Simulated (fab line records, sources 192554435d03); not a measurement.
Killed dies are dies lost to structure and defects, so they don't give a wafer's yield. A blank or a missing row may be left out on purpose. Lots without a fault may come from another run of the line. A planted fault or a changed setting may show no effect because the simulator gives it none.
A struck lot beside a sound one | flow n5_finfet | 29 steps out of a route of 1938
Sound: wafers L572.3, L572.4, L572.5. Struck: wafers L583.1, L583.3, L583.4. The cause comes at the end.
At each step with rows: each side's tool, then ch and its chambers, then its first start. Under that, the readings that differ: sound wafers | struck wafers | difference of the means | sigmas: that difference in standard deviations of wafers without a fault.
alike: readings whose means differ by less than 2 such deviations, and words and numbers that are the same on both sides. not compared: withheld readings, readings that some wafer has no value for, bounds like >300 that may hide the same value, and numbers for which the record gives no deviation and whose values overlap.
The two part at a step that has a row with sigmas, a row that says differs or no value, or rows on one side only. Numbers that don't overlap but have no deviation are shown without sigmas and don't part them. A reading that every wafer of one side lacks parts them only if that side has two wafers or more.

N5_BEOL_M6_ETCH_72: etches underlayer in N2/H2, target depth 6.5 nm, time 5.2 s.
  sound on rie_diel-01 ch 1,3, day 12 16:55; struck on rie_diel-01 ch 0,1,2, day 15 09:41
  alike: drypump_motor_current_A, etch_rf_on_time_s, oes_product_au, rf_vpp_V, showerhead_plenum_p_Torr, throttle_valve_pct
  not compared: rf_hours_counter_h
then, 8 steps without rows for these wafers: N5_BEOL_M6_ETCH_65 (etches SiARC in CF4, target depth 15.6 nm, time 26 s); N5_BEOL_M6_ETCH_66 (etches SOC in N2/H2, target depth 80 nm, overetch 16 nm, time 120 s); N5_BEOL_M6_STRIP_69 (strips in N2/H2); N5_BEOL_M6_STRIP_73 (strips in N2/H2); N5_BEOL_M6_VIA_ETCH_34 (etches SiCOH lowk in C4F6/O2, target depth 126.3 nm, time 50.9 s); N5_BEOL_M6_STRIP_76 (strips in C4F6/O2); N5_BEOL_M6_STRIP_36 (strips in N2/H2); N5_BEOL_M6_TRENCH_ETCH_37 (etches SiCOH lowk in C4F6/O2, target depth 94.435 nm, time 31.5 s).
N5_BEOL_M6_ETCH_41: etches SiCN in CH3F/O2, target depth 29.7 nm, time 52 s.
  sound on rie_diel-01 ch 1,3; struck on rie_diel-01 ch 0,1,2
  alike: drypump_motor_current_A, oes_product_au, rf_vpp_V, showerhead_plenum_p_Torr, throttle_valve_pct
  not compared: rf_hours_counter_h
then, 1 step without rows for these wafers: N5_BEOL_M6_STRIP_80 (strips in N2/H2, time 10 s).
N5_BEOL_M6_OCD_MEAS_38:
  sound on ocd-01, day 12 17:19; struck on ocd-02, day 15 10:04
  alike: trench_depth_nm
N5_BEOL_M6_HM_STRIP_39: strips TiN in peroxide tin strip, target depth 25 nm, time 158 s.
  sound on wet_bench-03 ch 4,5,6, day 12 17:21; struck on wet_bench-05 ch 2,4,7, day 15 10:06
  no value came back on the struck wafers for bath_guard_temp_C (C), bath_heat_duty_pct (%); on the sound wafers bath_guard_temp_C (C) reads 50.2 49.7 49.9
  reading                                    | sound | struck     | difference | sigmas
  model.TiN_of_BEOL_M6_HM_DEP_02.thk_nm (nm) | 0 0 0 | 17.2 17 17 | +17.1      |
then, 1 step without rows for these wafers: N5_BEOL_M6_SRD_40 (time 30 s).
N5_BEOL_M6_PRECLEAN_42: cleans in residue remover, time 60 s.
  sound on wet_bench-03 ch 4,5,6, day 12 17:25; struck on wet_bench-05 ch 2,4,7, day 15 10:10
  reading                                    | sound | struck  | difference | sigmas
  model.TiN_of_BEOL_M6_HM_DEP_02.thk_nm (nm) | 0 0 0 | 6.2 6 6 | +6.1       |
then, 1 step without rows for these wafers: N5_BEOL_M6_SRD_43 (time 30 s).
N5_BEOL_M6_CD_MEAS_35: target cd 40 nm, target cd y 28 nm.
  sound on cd_sem-01, day 12 17:28; struck on cd_sem-01, day 15 10:13
  alike: cd_nm
N5_BEOL_M6_CURE_75: cures SiCOH lowk, time 120 s.
  sound on uv_cure-01 ch 2, day 12 17:37; struck on uv_cure-01 ch 2, day 15 10:16
  alike: lamp_power_pct, wafer_temp_C_max
then, 1 step without rows for these wafers: N5_BEOL_M6_DEGAS_44 (time 60 s).
N5_BEOL_M6_PRE_CLEAN_45: time 30 s.
  sound on pvd_sputter-02, day 12 18:59; struck on pvd_sputter-02, day 15 10:41
  alike: heater_power_w
then, 3 steps without rows for these wafers: N5_BEOL_M6_ALD_77 (deposits TaN, target thk 2 nm, pulse time 2 s, purge time 3 s); N5_BEOL_M6_SURFACE_TREAT_79; N5_BEOL_M6_CVD_78 (deposits Co from CCTBA/H2, target thk 2 nm, time 142.3 s).
N5_BEOL_M6_SPUTTER_48: material Cu, target thk 10 nm, time 1.667 s.
  sound on pvd_sputter-02, day 12 19:46; struck on pvd_sputter-03, day 15 11:36
  reading                | sound             | struck            | difference | sigmas
  cathode_dc_power_W (W) | 25995 25988 25995 | 26004 26003 26001 | +10        | +2
  alike: throttle_valve_pct
then, 2 steps without rows for these wafers: N5_BEOL_M6_ECD_50 (material Cu, target thk 300 nm); N5_BEOL_M6_ANNEAL_51 (time 90 s).
N5_BEOL_M6_CMP_52: polishes, stops on SiCOH lowk, t overpolish 6.9 s, target thk 80 nm.
  sound on cmp-03 ch 0,2,3, day 12 20:25; struck on cmp-02 ch 1,2,3, day 15 12:21
  reading                      | sound          | struck         | difference | sigmas
  barrier_field_endpoint_s (s) | 29.1 29.4 29.6 | 37.0 36.4 36.5 | +7.3       | +12
  alike: clearing_platen_down_force_psi, motor_current_A
N5_BEOL_M6_THK_MEAS_53: measures by xrf.
  sound on film_metro-02, day 12 20:42; struck on film_metro-02, day 15 12:37
  alike: M6_THK
-- the record jumps here: 4 days lie between the struck wafers' starts before and after (it left off in module BEOL_M6 and takes up again in module PASSIVATION, whose first step shown is number 1936 of the route) --
N5_PASSIVATION_PROBE_49:
  sound on prober-01, day 16 04:52; struck on prober-01, day 19 15:25
  alike: defect_limited_yield, killed_at_M0_to_M3, killed_at_M4_up, killed_at_contacts, killed_at_front_end, killed_at_other, killed_dies, killed_open, killed_short, sort_bin_5_function, sort_bin_6_memory, sort_n_pass, sort_yield_pct

WHERE THEY PART
First at N5_BEOL_M6_HM_STRIP_39; last, within this record, at N5_BEOL_M6_CMP_52. Later steps at which nothing parts them and some readings are alike: N5_BEOL_M6_THK_MEAS_53, N5_PASSIVATION_PROBE_49.

WHY: what the simulator had put in
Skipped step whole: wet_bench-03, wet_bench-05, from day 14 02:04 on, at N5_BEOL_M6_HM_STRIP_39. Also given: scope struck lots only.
